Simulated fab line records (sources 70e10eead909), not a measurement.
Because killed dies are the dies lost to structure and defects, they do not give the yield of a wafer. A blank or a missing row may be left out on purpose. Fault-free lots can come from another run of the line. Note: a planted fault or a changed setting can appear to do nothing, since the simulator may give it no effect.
Chamber matching || flow nand-harc || NHARC_A_CONTACT_ETCH_48 on rie-diel-03 has 4 sister chambers
The step etches the open film in CF4, target depth 39 nm, time 65 s. 7 wafers are shown with their chamber, then 8 later ones without.

== EACH WAFER AND ITS CHAMBER ==
{"wafer": "L679.5", "chamber": 1, "oes-product-au (a.u.)": 0.983, "showerhead-plenum-p-Torr (Torr)": 1.79}
{"wafer": "L682.1", "chamber": 3, "oes-product-au (a.u.)": 1.002, "showerhead-plenum-p-Torr (Torr)": 1.64}
{"wafer": "L682.3", "chamber": 0, "oes-product-au (a.u.)": 1.004, "showerhead-plenum-p-Torr (Torr)": 1.64}
{"wafer": "L681.4", "chamber": 3, "oes-product-au (a.u.)": 0.993, "showerhead-plenum-p-Torr (Torr)": 1.64}
{"wafer": "L681.6", "chamber": 2, "oes-product-au (a.u.)": 1.002, "showerhead-plenum-p-Torr (Torr)": 1.78}
{"wafer": "L685.4", "chamber": 2, "oes-product-au (a.u.)": 1.008, "showerhead-plenum-p-Torr (Torr)": 1.78}
{"wafer": "L685.5", "chamber": 0, "oes-product-au (a.u.)": 1.005, "showerhead-plenum-p-Torr (Torr)": 1.91}

== WAFERS WITH NO CHAMBER GIVEN ==
{"wafer": "L685.6", "oes-product-au (a.u.)": 1.007, "showerhead-plenum-p-Torr (Torr)": 1.64}
{"wafer": "L687.1", "oes-product-au (a.u.)": 0.973, "showerhead-plenum-p-Torr (Torr)": 1.78}
{"wafer": "L687.4", "oes-product-au (a.u.)": 1.000, "showerhead-plenum-p-Torr (Torr)": 1.64}
{"wafer": "L687.5", "oes-product-au (a.u.)": 0.992, "showerhead-plenum-p-Torr (Torr)": 1.78}
{"wafer": "L690.4", "oes-product-au (a.u.)": 1.012, "showerhead-plenum-p-Torr (Torr)": 1.78}
{"wafer": "L690.6", "oes-product-au (a.u.)": 1.009, "showerhead-plenum-p-Torr (Torr)": 1.64}
{"wafer": "L691.3", "oes-product-au (a.u.)": 1.006, "showerhead-plenum-p-Torr (Torr)": 1.90}
{"wafer": "L691.6", "oes-product-au (a.u.)": 1.013, "showerhead-plenum-p-Torr (Torr)": 1.78}

== WHICH CHAMBER EACH WENT THROUGH ==
{"wafer": "L685.6", "from the rows above": "can't be placed: 2 or 0 or 3", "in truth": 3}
{"wafer": "L687.1", "from the rows above": 1, "in truth": 1}
{"wafer": "L687.4", "from the rows above": "can't be placed: 3 or 0 or 2", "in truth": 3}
{"wafer": "L687.5", "from the rows above": "can't be placed: 3 or 1 or 0 or 2", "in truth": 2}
{"wafer": "L690.4", "from the rows above": "can't be placed: 2 or 0 or 3", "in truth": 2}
{"wafer": "L690.6", "from the rows above": "can't be placed: 2 or 0 or 3", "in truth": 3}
{"wafer": "L691.3", "from the rows above": "can't be placed: 2 or 0 or 3", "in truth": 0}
{"wafer": "L691.6", "from the rows above": "can't be placed: 2 or 0 or 3", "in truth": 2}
1 of 8 placed correctly. Not placeable from these rows: 7 (in 7, the candidates include the true chamber). Placed wrongly: 0.
How it was worked out, from the rows above alone: a wafer's distance from a chamber is the root of the sum, over the readings, of the square of ((its reading less the chamber's mean) divided by the reading's scatter). If the next closest chamber is less than 2 further off than the closest, the wafer can't be placed; otherwise it belongs to the closest. Each chamber's mean is taken over the wafers shown for it. The scatter: the root of (the sum of the squares of (reading less its chamber's mean) over the shown wafers, divided by (wafers less chambers)).
